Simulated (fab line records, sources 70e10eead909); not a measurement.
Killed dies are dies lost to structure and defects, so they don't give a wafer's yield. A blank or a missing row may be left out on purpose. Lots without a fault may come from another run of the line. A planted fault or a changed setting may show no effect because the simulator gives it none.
One fault seen from 3 desks | flow nand_harc | each desk has only its own numbers; what lay behind them comes last

THE DEFECT DESK
What the inspections along the route counted, lot by lot: means of the sampled wafers that have a number. A lot is out of limits, marked OUT, if its mean lies more than 4 standard deviations from the usual mean; the brackets give that distance.
Columns: A = raw_defect_count at NHARC_A_CHANNEL_HOLE_D1_INSPECT_12, usual 6
lot  | first seen here | A
L489 | day 8 17:26     | 5
L490 | day 9 00:05     | 6
L495 | day 10 01:22    | 3
L496 | day 10 01:38    | 4
L494 | day 10 02:46    | 3
L497 | day 10 11:19    | 4
L502 | day 12 00:27    | 4
L507 | day 12 20:32    | 6
L508 | day 12 20:49    | 3
L509 | day 13 11:17    | 5
L511 | day 14 00:13    | 6
This desk's finding: nothing out of limits on any of the 11 lots.

THE METROLOGY DESK
What the gauges read, lot by lot, whatever tool the lot ran on: means of the sampled wafers that have a number. A lot is out of limits, marked OUT, if its mean lies more than 4 standard deviations from the usual mean; the brackets give that distance.
Columns: A = thk_nm at NHARC_A_ONON_D1_THK_MEAS_24, usual 1001 nm
lot  | first seen here | A
L489 | day 8 10:34     | 993
L490 | day 8 18:00     | 1003
L495 | day 9 20:52     | 1004
L496 | day 9 20:52     | 998
L494 | day 9 21:01     | 1011
L497 | day 10 06:56    | 996
L502 | day 11 19:45    | 1002
L505 | day 12 08:07    | 1695 (+72) OUT
L506 | day 12 15:47    | 1691 (+72) OUT
L508 | day 12 15:47    | 1016
L507 | day 12 15:47    | 996
L509 | day 13 06:07    | 991
L511 | day 13 18:03    | 1012
This desk's finding: out of limits on L505, L506; first on L505, day 12 08:07 (thk_nm at NHARC_A_ONON_D1_THK_MEAS_24). In limits: L489, L490, L495, L496, L494, L497, L502, L508, L507, L509, L511.

THE TOOL OWNER'S DESK: pecvd_onon-04
The tool's own readings at NHARC_A_ONON_D1_DEP_22 (target thk 1000 nm): means of the sampled wafers that have a number, for each lot that ran on this tool. A lot is out of limits, marked OUT, if its mean lies more than 4 standard deviations from the usual mean; the brackets give that distance.
Columns: A = n2o_flow_sccm at NHARC_A_ONON_D1_DEP_22, usual 2000 sccm
lot  | first seen here | A
L494 | day 9 20:30     | 1992
L497 | day 10 06:25    | 2000
L502 | day 11 19:14    | 2006
L505 | day 12 07:40    | 2000
L506 | day 12 15:19    | 1995
This desk's finding: nothing out of limits on any of the 5 lots.

PUT TOGETHER
The metrology desk could have raised an alarm at day 12 08:07, on L505, L506.
The defect desk saw nothing out of limits.
The tool owner's desk saw nothing out of limits.
The defect desk has no number on record for L505, L506.
The tool owner's desk has L505, L506 on record, within its limits.
Of the lots named, all ran NHARC_A_ONON_D1_DEP_22 on pecvd_onon-04.

WHAT THE SIMULATOR HAD PUT IN
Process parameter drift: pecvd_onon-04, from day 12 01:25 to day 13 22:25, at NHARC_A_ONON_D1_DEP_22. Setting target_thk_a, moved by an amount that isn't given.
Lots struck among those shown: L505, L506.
Hours from the fault's start to each desk's first reading out of limits: the metrology desk, 7.
